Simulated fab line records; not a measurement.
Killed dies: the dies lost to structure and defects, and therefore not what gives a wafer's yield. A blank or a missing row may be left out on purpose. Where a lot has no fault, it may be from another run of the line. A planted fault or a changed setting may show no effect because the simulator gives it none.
Split-lot trial ; flow n5_finfet ; route with 1938 steps; 7 lots, 39 wafers read

SPLIT DETAILS
At N5_FIN_SAQP_ETCH_65 (etches SiO2 in CF4, target depth 4 nm, time 4.4 s), the setting time_s was moved away from the recipe's 4.4 s on 15 of the 39 wafers read, by -46.4% to +51.3%. The other wafers ran this setting at the recipe's value.

The reading comes from the split's own step.

THE READING
etch.depth_nm (the simulator's own value, which no gauge read), in nm, at N5_FIN_SAQP_ETCH_65 (etches SiO2 in CF4, target depth 4 nm, time 4.4 s). There is no usual value for it anywhere in the file. Across the 24 wafers here that went through the recipe, the average is 4.118 nm and the standard deviation 0.12 nm.

wafer;tool, chamber at the split;time_s as run, s;against the recipe;etch.depth_nm, nm;against lot-mates on the recipe
L078.1;rie_si-05, 3;4.4;recipe;4.218;-
L078.4;rie_si-05, 1;4.4;recipe;4.281;-
L078.5;rie_si-05, 0;4.4;recipe;4.137;-
L079.1;rie_si-03, 1;5.808;+32.0%;5.278;+1.362
L079.2;rie_si-03, 0;5.808;+32.0%;5.29;+1.374
L079.3;rie_si-03, 2;5.808;+32.0%;5.093;+1.177
L079.4;rie_si-03, 3;4.4;recipe;3.951;-
L079.5;rie_si-03, 3;4.4;recipe;3.944;-
L079.6;rie_si-03, 2;4.4;recipe;3.854;-
L080.1;rie_si-05, 0;4.4;recipe;4.102;-
L080.2;rie_si-05, 1;4.4;recipe;4.271;-
L080.3;rie_si-05, 2;4.4;recipe;3.937;-
L080.4;rie_si-05, 3;4.4;recipe;4.125;-
L080.5;rie_si-05, 0;4.4;recipe;4.079;-
L080.6;rie_si-05, 1;4.4;recipe;4.234;-
L085.1;rie_si-02, 0;4.4;recipe;4.096;-
L085.2;rie_si-02, 1;4.4;recipe;4.106;-
L085.3;rie_si-02, 2;4.4;recipe;4.028;-
L085.4;rie_si-02, 3;6.658;+51.3%;6.125;+2.048
L085.5;rie_si-02, 0;6.658;+51.3%;6.178;+2.101
L085.6;rie_si-02, 1;6.658;+51.3%;6.241;+2.164
L090.1;rie_si-05, 2;2.359;-46.4%;2.089;-2.128
L090.2;rie_si-05, 3;4.4;recipe;4.217;-
L090.3;rie_si-05, 1;4.4;recipe;4.228;-
L090.4;rie_si-05, 1;4.4;recipe;4.207;-
L090.5;rie_si-05, 3;2.359;-46.4%;2.29;-1.927
L090.6;rie_si-05, 2;2.359;-46.4%;2.087;-2.130
L094.1;rie_si-05, 3;2.556;-41.9%;2.481;-1.711
L094.2;rie_si-05, 1;4.4;recipe;4.256;-
L094.3;rie_si-05, 0;2.556;-41.9%;2.392;-1.800
L094.4;rie_si-05, 2;2.556;-41.9%;2.268;-1.924
L094.5;rie_si-05, 1;4.4;recipe;4.219;-
L094.6;rie_si-05, 0;4.4;recipe;4.102;-
L097.1;rie_si-02, 1;6.558;+49.0%;6.099;+2.022
L097.2;rie_si-02, 3;6.558;+49.0%;6.083;+2.006
L097.3;rie_si-02, 0;4.4;recipe;4.14;-
L097.4;rie_si-02, 2;4.4;recipe;3.944;-
L097.5;rie_si-02, 0;4.4;recipe;4.146;-
L097.6;rie_si-02, 3;6.558;+49.0%;6.078;+2.001

FIT RESULTS
A straight line over all 39 wafers: etch.depth_nm changes by +0.0404 nm for each +1% of time_s; r = +0.99; the points scatter about the line by 0.12 nm.
The same after taking each lot's own level away (the mean of its wafers on the recipe; 39 wafers): +0.0422 nm for each +1%; r = +1.00; scatter 0.083 nm.
The reading moves by 2.2 nm for the largest change in time_s, on that fit.
Across the lots, their own levels run from 3.9163 to 4.2173 nm, a range of 2.5 times the standard deviation given above.
The two slopes are in agreement: the lot-to-lot level therefore moves the slope only a little.
Check: +2.15 nm against its lot-mates is what the line predicts for one of the wafers moved furthest among these (+51.3%) when that wafer is left out of the fit. It came out at +2.05 nm against them.

FILE'S OWN FIT
etch.depth_nm changes by +0.0421 nm for each +1% of time_s, r = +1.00.
